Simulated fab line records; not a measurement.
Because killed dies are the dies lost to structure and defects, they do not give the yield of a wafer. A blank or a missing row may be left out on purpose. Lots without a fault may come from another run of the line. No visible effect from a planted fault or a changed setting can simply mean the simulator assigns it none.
Which of the tools did it?	flow n5 finfet	66 wafers from 22 lots sampled at 5 of the route's 1938 steps

WHAT THE GAUGES READ, wafer by wafer
N5_BEOL_M8_INSPECT_13: inspects for defects (brightfield). Usual: raw defect count at 385, with a standard deviation of 89.
lot	measured	on	raw defect count	flag
L075	day 9 09:28	defect inspect-01	383 313 358	
L074	day 9 08:31	defect inspect-02	414 353 331	
L077	day 9 21:04	defect inspect-01	277 378 331	
L076	day 9 20:50	defect inspect-01	440 390 295	
L078	day 10 06:46	defect inspect-02	441 455 401	
L080	day 11 01:31	defect inspect-02	399 407 371	
L081	day 11 01:45	defect inspect-02	476 338 367	
L082	day 11 05:43	defect inspect-02	372 355 415	
L084	day 11 21:46	defect inspect-02	424 306 384	
L086	day 12 13:22	defect inspect-02	351 265 326	
L085	day 12 15:40	defect inspect-02	319 357 340	
L089	day 12 21:03	defect inspect-02	417 599 348	
L087	day 13 01:08	defect inspect-02	325 274 322	
L088	day 13 01:40	defect inspect-01	452 338 375	
L090	day 13 15:32	defect inspect-01	387 259 341	
L091	day 13 19:38	defect inspect-01	286 283 354	
L093	day 13 19:27	defect inspect-02	437 522 497	
L092	day 14 01:27	defect inspect-01	585 416 553	
L094	day 14 01:57	defect inspect-02	373 363 355	
L097	day 15 01:29	defect inspect-01	399 441 413	
L095	day 15 01:50	defect inspect-02	438 637 340	
L096	day 15 05:28	defect inspect-01	340 384 376	

WHAT TOOL EACH LOT RAN ON (gives the tool, then ch and the chambers of the sampled wafers, and finally the start)
lot	N5_BEOL_M7_STRIP_67	N5_BEOL_M7_STRIP_19	N5_BEOL_M7_VIA_ETCH_34	N5_BEOL_M7_STRIP_80
L075	rie diel-02 ch 0,2,3, day 8 22:47	rie diel-02 ch 0,1,2, day 8 23:07	rie diel-02 ch 0,2, day 9 01:55	rie diel-02 ch 0,2, day 9 09:28 or earlier
L074	rie diel-02 ch 0,1, day 8 23:05	rie diel-02 ch 0,2,3, day 8 23:24	rie diel-01 ch 1,2,3, day 9 01:29	rie diel-01 ch 1,2,3, day 9 08:31 or earlier
L077	rie diel-06 ch 0,3, day 9 13:41	rie diel-02 ch 0,2, day 9 13:50	rie diel-06 ch 0,1,2, day 9 14:31	rie diel-06 ch 0,1,2, day 9 21:04 or earlier
L076	rie diel-02 ch 0,1,2, day 9 13:43	rie diel-01 ch 0,1, day 9 14:05	rie diel-02 ch 2,3, day 9 15:46	rie diel-02 ch 2,3, day 9 20:50 or earlier
L078	rie diel-01 ch 1,2,3, day 9 18:14	rie diel-01 ch 0,2,3, day 9 18:23	rie diel-02 ch 0,2,3, day 9 22:16	rie diel-02 ch 0,2,3, day 10 06:46 or earlier
L080	rie diel-01 ch 0,2,3, day 10 16:45	rie diel-06 ch 0,1,3, day 10 16:56	rie diel-02 ch 0,2,3, day 10 18:37	rie diel-02 ch 0,2,3, day 11 01:31 or earlier
L081	rie diel-01 ch 1,3, day 10 17:02	rie diel-02 ch 0,2,3, day 10 17:13	rie diel-01 ch 0,1, day 10 18:47	rie diel-01 ch 0,1, day 11 01:45 or earlier
L082	rie diel-01 ch 0,1, day 10 22:11	rie diel-01 ch 0,2, day 10 22:26	rie diel-01 ch 0,1,2, day 11 00:37	rie diel-01 ch 0,1,2, day 11 05:43 or earlier
L084	rie diel-06 ch 0,2, day 11 14:38	rie diel-06 ch 0,2, day 11 15:09	rie diel-02 ch 0,3, day 11 16:23	rie diel-02 ch 0,3, day 11 21:46 or earlier
L086	rie diel-01 ch 2,3, day 12 04:26	rie diel-02 ch 0,1,2, day 12 04:52	rie diel-02 ch 0,3, day 12 06:30	rie diel-02 ch 0,3, day 12 13:22 or earlier
L085	rie diel-01 ch 0,1,2, day 12 07:41	rie diel-06 ch 0,2,3, day 12 07:57	rie diel-01 ch 0,1,3, day 12 08:52	rie diel-01 ch 0,1,3, day 12 15:40 or earlier
L089	rie diel-02 ch 0,1,2, day 12 13:01	rie diel-02 ch 0,2,3, day 12 13:18	rie diel-02 ch 1,2,3, day 12 15:09	rie diel-02 ch 1,2,3, day 12 21:03 or earlier
L087	rie diel-02 ch 0,1,3, day 12 13:35	rie diel-01 ch 0,2,3, day 12 13:44	rie diel-01 ch 1,2, day 12 15:19	rie diel-01 ch 1,2, day 13 01:08 or earlier
L088	rie diel-06 ch 0,2,3, day 12 16:53	rie diel-06 ch 0,2,3, day 12 17:02	rie diel-02 ch 0,2,3, day 12 19:56	rie diel-02 ch 0,2,3, day 13 01:40 or earlier
L090	rie diel-02 ch 0,2, day 13 08:53	rie diel-02 ch 0,1,2, day 13 09:02	rie diel-02 ch 0,1,2, day 13 09:43	rie diel-02 ch 0,1,2, day 13 15:32 or earlier
L091	rie diel-06 ch 1,2,3, day 13 12:59	rie diel-02 ch 0,2,3, day 13 13:10	rie diel-02 ch 1,2,3, day 13 15:07	rie diel-02 ch 1,2,3, day 13 19:38 or earlier
L093	rie diel-01 ch 0,1,2, day 13 13:11	rie diel-01 ch 0,1, day 13 13:20	rie diel-02 ch 2,3, day 13 14:43	rie diel-02 ch 2,3, day 13 19:27 or earlier
L092	rie diel-01 ch 0,1,3, day 13 18:23	rie diel-02 ch 0,3, day 13 18:33	rie diel-02 ch 0,1,2, day 13 19:17	rie diel-02 ch 0,1,2, day 14 01:27 or earlier
L094	rie diel-06 ch 0,2,3, day 13 18:31	rie diel-06 ch 0,1,2, day 13 18:40	rie diel-06 ch 0,1,2, day 13 20:46	rie diel-06 ch 0,1,2, day 14 01:57 or earlier
L097	rie diel-02 ch 0,1,3, day 14 14:07	rie diel-01 ch 0,1,2, day 14 14:17	rie diel-01 ch 0,3, day 14 19:06	rie diel-01 ch 0,3, day 15 01:29 or earlier
L095	rie diel-06 ch 1,2,3, day 14 17:48	rie diel-02 ch 2,3, day 14 17:58	rie diel-06 ch 2,3, day 14 19:37	rie diel-06 ch 2,3, day 15 01:50 or earlier
L096	rie diel-06 ch 0,2, day 14 23:31	rie diel-06 ch 2,3, day 14 23:40	rie diel-02 ch 0,1,3, day 15 00:58	rie diel-02 ch 0,1,3, day 15 05:28 or earlier
- N5_BEOL_M7_STRIP_67: strips in CF4.
- N5_BEOL_M7_STRIP_19: strips in O2.
- N5_BEOL_M7_VIA_ETCH_34: etches SiCOH lowk in C4F6/O2, target depth 125.5 nm, time 50.5 s.
- N5_BEOL_M7_STRIP_80: strips in N2/H2, time 10 s.

WHAT THE TOOLS THEMSELVES READ (means of the sampled wafers that have a number; where no wafer has one, the mark that the record gives instead)
N5_BEOL_M7_STRIP_67. Usual: drypump motor current A 5.4 A, standard deviation 0.51; oes product au 0.76 a.u., standard deviation 0.077; power w 300.1 W, standard deviation 0.92; rf vpp V 270.6 V, standard deviation 2; showerhead plenum p Torr 1.77 Torr, standard deviation 0.069; throttle valve pct 13.58 %, standard deviation 0.23.
lot	tool	drypump motor current A (A)	oes product au (a.u.)	power w (W)	rf vpp V (V)	showerhead plenum p Torr (Torr)	throttle valve pct (%)	flag
L075	rie diel-02	5.4	0.79	300.9	272.3	1.81	13.46	
L074	rie diel-02	5.9	0.81	300.4	270.7	1.78	13.34	
L077	rie diel-06	5.5	0.71	301.0	270.7	1.76	13.79	
L076	rie diel-02	5.6	0.79	300.0	270.8	1.78	13.41	
L078	rie diel-01	5.6	0.71	300.2	270.7	1.81	13.71	
L080	rie diel-01	5.8	0.73	300.6	270.1	1.74	13.56	
L081	rie diel-01	5.4	0.70	299.6	271.2	1.80	13.81	
L082	rie diel-01	5.2	0.74	300.2	269.6	1.73	13.57	
L084	rie diel-06	5.2	0.73	300.6	270.1	1.74	13.75	
L086	rie diel-01	6.1	0.80	300.4	270.9	1.78	13.44	
L085	rie diel-01	5.5	0.72	299.4	270.3	1.76	13.63	
L089	rie diel-02	5.5	0.77	299.6	271.9	1.77	13.46	
L087	rie diel-02	5.8	0.78	299.4	271.2	1.80	13.47	
L088	rie diel-06	5.3	0.80	300.2	271.9	1.80	13.57	
L090	rie diel-02	5.2	0.79	301.3	271.7	1.83	13.41	
L091	rie diel-06	5.2	0.80	300.0	271.0	1.78	13.51	
L093	rie diel-01	5.5	0.71	300.2	270.3	1.76	13.64	
L092	rie diel-01	5.3	0.80	299.8	269.0	1.76	13.53	
L094	rie diel-06	5.4	0.78	300.0	271.4	1.80	13.59	
L097	rie diel-02	5.8	0.76	301.0	271.0	1.80	13.49	
L095	rie diel-06	5.2	0.79	299.5	271.1	1.78	13.53	
L096	rie diel-06	5.2	0.70	300.3	269.7	1.74	13.81	

N5_BEOL_M7_STRIP_19. Usual: drypump motor current A 5.5 A, standard deviation 0.49; oes product au 0.76 a.u., standard deviation 0.075; rf vpp V 3.7 V, standard deviation 0.57; showerhead plenum p Torr 2.07 Torr, standard deviation 0.095; throttle valve pct 16.61 %, standard deviation 0.19.
lot	tool	drypump motor current A (A)	oes product au (a.u.)	rf vpp V (V)	showerhead plenum p Torr (Torr)	throttle valve pct (%)	flag
L075	rie diel-02	5.6	0.80	3.5	2.08	16.47	
L074	rie diel-02	5.4	0.79	3.9	2.11	16.51	
L077	rie diel-02	5.2	0.78	3.7	2.07	16.49	
L076	rie diel-01	4.9	0.73	3.8	2.09	16.77	
L078	rie diel-01	5.8	0.72	3.5	2.03	16.60	
L080	rie diel-06	5.4	0.71	4.2	2.02	16.79	
L081	rie diel-02	5.4	0.78	3.6	2.10	16.53	
L082	rie diel-01	6.0	0.73	4.2	2.04	16.56	
L084	rie diel-06	5.2	0.72	4.0	2.02	16.76	
L086	rie diel-02	5.5	0.77	3.9	2.07	16.51	
L085	rie diel-06	5.4	0.80	3.5	2.10	16.62	
L089	rie diel-02	5.4	0.77	4.0	2.10	16.55	
L087	rie diel-01	5.8	0.81	3.2	2.03	16.48	
L088	rie diel-06	5.4	0.80	4.1	2.10	16.64	
L090	rie diel-02	5.5	0.76	3.3	2.07	16.53	
L091	rie diel-02	5.4	0.76	4.2	2.09	16.57	
L093	rie diel-01	5.2	0.72	3.7	2.00	16.68	
L092	rie diel-02	5.5	0.80	3.7	2.17	16.50	
L094	rie diel-06	5.1	0.72	3.4	2.02	16.82	
L097	rie diel-01	5.5	0.70	3.3	2.05	16.72	
L095	rie diel-02	5.4	0.72	3.6	2.02	16.65	
L096	rie diel-06	5.2	0.78	3.6	2.07	16.55	

N5_BEOL_M7_VIA_ETCH_34. Usual: drypump motor current A 5.5 A, standard deviation 0.51; oes_o_777_au 0.77 a.u., standard deviation 0.067; oes product au 0.76 a.u., standard deviation 0.068; rf vpp V 664 V, standard deviation 6; showerhead plenum p Torr 2.82 Torr, standard deviation 0.12; throttle valve pct 20.81 %, standard deviation 0.2.
lot	tool	drypump motor current A (A)	oes_o_777_au (a.u.)	oes product au (a.u.)	rf vpp V (V)	showerhead plenum p Torr (Torr)	throttle valve pct (%)	flag
L075	rie diel-02	5.2	0.82	0.83	667	2.92	20.63	
L074	rie diel-01	5.6	0.71	0.71	664	2.87	20.96	
L077	rie diel-06	5.2	0.74	0.74	660	2.78	21.03	
L076	rie diel-02	5.6	0.76	0.76	667	2.81	20.83	
L078	rie diel-02	5.4	0.79	0.79	667	2.86	20.74	
L080	rie diel-02	5.4	0.78	0.78	666	2.86	20.76	
L081	rie diel-01	5.2	0.76	0.75	661	2.74	20.88	
L082	rie diel-01	5.5	0.74	0.72	663	2.80	20.89	
L084	rie diel-02	5.7	0.79	0.78	669	2.89	20.77	
L086	rie diel-02	5.5	0.81	0.80	669	2.95	20.68	
L085	rie diel-01	5.3	0.81	0.81	664	2.80	20.86	
L089	rie diel-02	5.8	0.75	0.74	662	2.76	20.81	
L087	rie diel-01	5.2	0.70	0.68	665	2.90	21.07	
L088	rie diel-02	5.4	0.77	0.77	667	2.85	20.77	
L090	rie diel-02	5.5	0.77	0.76	664	2.81	20.73	
L091	rie diel-02	5.8	0.74	0.73	663	2.75	20.81	
L093	rie diel-02	5.6	0.74	0.73	666	2.80	20.87	
L092	rie diel-02	5.6	0.76	0.76	663	2.80	20.72	
L094	rie diel-06	5.1	0.72	0.71	660	2.76	21.08	
L097	rie diel-01	5.5	0.82	0.80	660	2.69	20.73	
L095	rie diel-06	5.2	0.78	0.78	657	2.82	20.83	
L096	rie diel-02	5.8	0.77	0.75	665	2.84	20.74	

N5_BEOL_M7_STRIP_80. Usual: drypump motor current A 5.5 A, standard deviation 0.52; oes product au 0.76 a.u., standard deviation 0.068; rf vpp V 59.1 V, standard deviation 0.87; showerhead plenum p Torr 2.51 Torr, standard deviation 0.11; throttle valve pct 23.60 %, standard deviation 0.16.
lot	tool	drypump motor current A (A)	oes product au (a.u.)	rf vpp V (V)	showerhead plenum p Torr (Torr)	throttle valve pct (%)	flag
L075	rie diel-02	5.2	0.83	58.7	2.60	23.52	
L074	rie diel-01	5.6	0.71	59.4	2.55	23.74	
L077	rie diel-06	5.1	0.75	59.5	2.46	23.76	
L076	rie diel-02	5.6	0.76	58.0	2.50	23.56	
L078	rie diel-02	5.4	0.79	59.7	2.55	23.55	
L080	rie diel-02	5.4	0.78	60.3	2.55	23.56	
L081	rie diel-01	5.2	0.74	58.7	2.43	23.60	
L082	rie diel-01	5.5	0.72	59.5	2.49	23.58	
L084	rie diel-02	5.7	0.78	59.8	2.58	23.53	
L086	rie diel-02	5.5	0.80	59.3	2.63	23.53	
L085	rie diel-01	5.3	0.81	59.7	2.48	23.64	
L089	rie diel-02	5.8	0.74	59.5	2.46	23.59	
L087	rie diel-01	5.2	0.68	59.3	2.58	23.72	
L088	rie diel-02	5.4	0.77	58.5	2.54	23.57	
L090	rie diel-02	5.5	0.76	58.9	2.50	23.59	
L091	rie diel-02	5.8	0.73	58.9	2.45	23.61	
L093	rie diel-02	5.6	0.73	59.6	2.49	23.60	
L092	rie diel-02	5.5	0.77	59.9	2.50	23.59	
L094	rie diel-06	5.2	0.71	59.3	2.45	23.81	
L097	rie diel-01	5.5	0.80	59.2	2.39	23.54	
L095	rie diel-06	5.2	0.77	59.1	2.51	23.58	
L096	rie diel-02	5.8	0.76	58.9	2.54	23.56	

THE ANSWER, worked out from the rows above alone
Rule: a lot counts as off when the mean over its wafers that have a number is more than 3 standard deviations away from the usual mean. A lot without any number at a reading at which 4 lots or more have one is off too. Where the step has rows for the other lots, those lots are counted as sound. Order of review: gauges by route order, followed by the tools' own readings, for which a lot's mean as printed above is used. The first step at which some lot is off is used, and at that step the reading that is off furthest; a lot without a number counts as furthest.
Across all readings shown, no lot is off: no conclusion can be drawn from this.

WHAT THE SIMULATOR HAD INSERTED
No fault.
